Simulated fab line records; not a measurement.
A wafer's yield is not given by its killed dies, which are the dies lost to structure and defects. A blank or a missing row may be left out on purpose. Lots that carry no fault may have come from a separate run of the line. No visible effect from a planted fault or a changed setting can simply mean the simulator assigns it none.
A struck lot beside a sound one | flow n5Finfet | 16 out of 1938 route steps
Sound: wafers L928.2, L928.3, L928.5. Struck: wafer L935.5. (L935.3 of the same lot was not struck and is left out.) The cause comes at the end.
At each step with rows: each side's tool, then ch and its chambers, then its first start. Under that, the readings that differ: sound wafers | struck wafers | difference of the means | sigmas: that difference in standard deviations of wafers without a fault.
alike: same words and numbers on both sides, and readings whose means sit less than 2 such deviations apart. not compared: any withheld reading, any reading some wafer has no value for, any bound like >300 that may hide the same value, and any number with overlapping values for which the record gives no deviation.
The two part at a step that has a row with sigmas, a row that says differs or no value, or rows on one side only. Numbers that have no deviation but don't overlap get no sigmas and don't part them. Lack of a reading on every wafer of one side parts them only where that side has two or more wafers.

N5_MOL_CONTACT_COAG_OVL_MEAS_85:
  sound on overlay-02 ch 0, day 6 17:24; struck on overlay-01 ch 0, day 8 13:59
  alike: VG_OVL
N5_MOL_CONTACT_COAG_INSPECT_57: inspects for defects (brightfield).
  sound on defectInspect-02 at day 6 17:27; struck on defectInspect-02 at day 8 14:15
  alike: rawDefectCount
then, 1 step without rows for these wafers: N5_MOL_CONTACT_COAG_DESCUM_88 (chemistry O2, time 7 s).
N5_MOL_CONTACT_COAG_ETCH_89: etches underlayer in N2/H2, target depth 13 nm, time 10.4 s.
  sound on rieDiel-05 ch 0,3, day 6 17:31; struck on rieDiel-04 ch 3, day 8 14:19
reading                      | sound             | struck | difference | sigmas
oesProductAu (a.u.)          | 0.70 0.81 0.70    | 0.59   | -0.15      | -2
rfVppV (V)                   | 525.5 528.1 524.0 | 519.3  | -6.6       | -2
showerheadPlenumPTorr (Torr) | 2.58 2.72 2.58    | 2.42   | -0.21      | -2
  alike: drypumpMotorCurrentA, etchRfOnTimeS, throttleValvePct
  not compared: rfHoursCounterH
then, 1 step without rows for these wafers: N5_MOL_CONTACT_COAG_ETCH_90 (etches SiARC in CF4, target depth 13 nm, time 21.7 s).
N5_MOL_CONTACT_COAG_ALD_131: deposits SiO2, target thk 5 nm, pulse time 1 s, co reactant pulse time 1 s.
  sound on aldSin-03 ch 0,1, day 6 17:37; struck on aldSin-03 ch 2, day 8 14:44
reading                 | sound             | struck | difference | sigmas
precursorPulseHeightRel | 0.978 1.014 0.999 | 1.039  | +0.042     | +2
  alike: heaterPowerW
N5_MOL_CONTACT_COAG_ETCHBACK_132: etches SiO2 in CHF3, target depth 10 nm, time 6.7 s.
  sound on rieDiel-02 ch 1,2, day 6 17:48; struck on rieDiel-04 ch 3, day 8 14:55
reading                      | sound          | struck | difference | sigmas
rfVppV (V)                   | 518 512 515    | 536    | +21        | +3
showerheadPlenumPTorr (Torr) | 2.44 2.46 2.44 | 2.26   | -0.19      | -2
  alike: drypumpMotorCurrentA, oesProductAu, throttleValvePct
  not compared: rfHoursCounterH
then, 3 steps without rows for these wafers: N5_MOL_CONTACT_COAG_ETCH_91 (etches SOC in N2/H2, target depth 60 nm, overetch 21 nm, time 101.2 s); N5_MOL_CONTACT_COAG_STRIP_92 (strips in N2/H2); N5_MOL_CONTACT_COAG_STRIP_93 (strips in N2/H2).
N5_MOL_CONTACT_COAG_ETCHBACK_135: etches SiO2 in CHF3, target depth 25 nm, time 16.7 s.
  sound on rieDiel-02 ch 1,2, day 6 17:55; struck on rieDiel-04 ch 3, day 8 15:02
reading                      | sound          | struck | difference | sigmas
rfVppV (V)                   | 515 512 515    | 536    | +22        | +3
showerheadPlenumPTorr (Torr) | 2.44 2.46 2.44 | 2.26   | -0.19      | -2
  alike: drypumpMotorCurrentA, oesProductAu, throttleValvePct
  not compared: rfHoursCounterH
then, 1 step without rows for these wafers: N5_MOL_CONTACT_COAG_STRIP_118 (strips in CHF3).
N5_MOL_CONTACT_COAG_VIA_ETCH_46: etches SiO2 in C4F6/O2, target depth 46 nm, overetch 9.2 nm, time 40 s.
  sound on rieDiel-02 ch 1,2, day 6 17:57; struck on rieDiel-04 ch 3, day 8 15:04
reading                                          | sound          | struck | difference | sigmas
rfVppV (V)                                       | 1562 1553 1564 | 1623   | +63        | +3
showerheadPlenumPTorr (Torr)                     | 2.91 2.94 2.91 | 2.70   | -0.22      | -2
model.SOC_of_MOL_CONTACT_COAG_COAT_75.thkNm (nm) | 50.6 51 50.8   | 51.8   | +1.0       | 
  alike: drypumpMotorCurrentA, oesProductAu, throttleValvePct
  not compared: rfHoursCounterH
N5_MOL_CONTACT_COAG_STRIP_96: strips in N2/H2.
  sound on rieDiel-02 ch 1,2, day 6 18:01; struck on rieDiel-04 ch 3, day 8 15:08
reading                      | sound          | struck | difference | sigmas
showerheadPlenumPTorr (Torr) | 3.42 3.49 3.42 | 3.20   | -0.24      | -2
  alike: drypumpMotorCurrentA, oesProductAu, rfVppV, throttleValvePct
  not compared: rfHoursCounterH
-- record jumps: 3 days separate the struck wafers' starts on either side; left off in module MOL_CONTACT_COAG, taken up again in module BEOL_M4, whose first shown step is the route's number 1111 --
N5_BEOL_M4_RC_MEAS_101:
  sound on prober-01 ch 0, day 9 05:07; struck on prober-02 ch 0, day 11 09:58
  alike: DIBL_N, DIBL_P, IOFF_N, IOFF_P, ION_N, ION_P, SS_N, SS_P, VT_N, VT_P
then, 1 step without rows for these wafers: N5_PASSIVATION_PROBE_49.

## WHERE THEY PART
At N5_MOL_CONTACT_COAG_ETCH_89 first; at N5_MOL_CONTACT_COAG_STRIP_96 last (within this record only). Later steps at which nothing parts them and some readings are alike: N5_BEOL_M4_RC_MEAS_101.

WHY: whatever the simulator had introduced
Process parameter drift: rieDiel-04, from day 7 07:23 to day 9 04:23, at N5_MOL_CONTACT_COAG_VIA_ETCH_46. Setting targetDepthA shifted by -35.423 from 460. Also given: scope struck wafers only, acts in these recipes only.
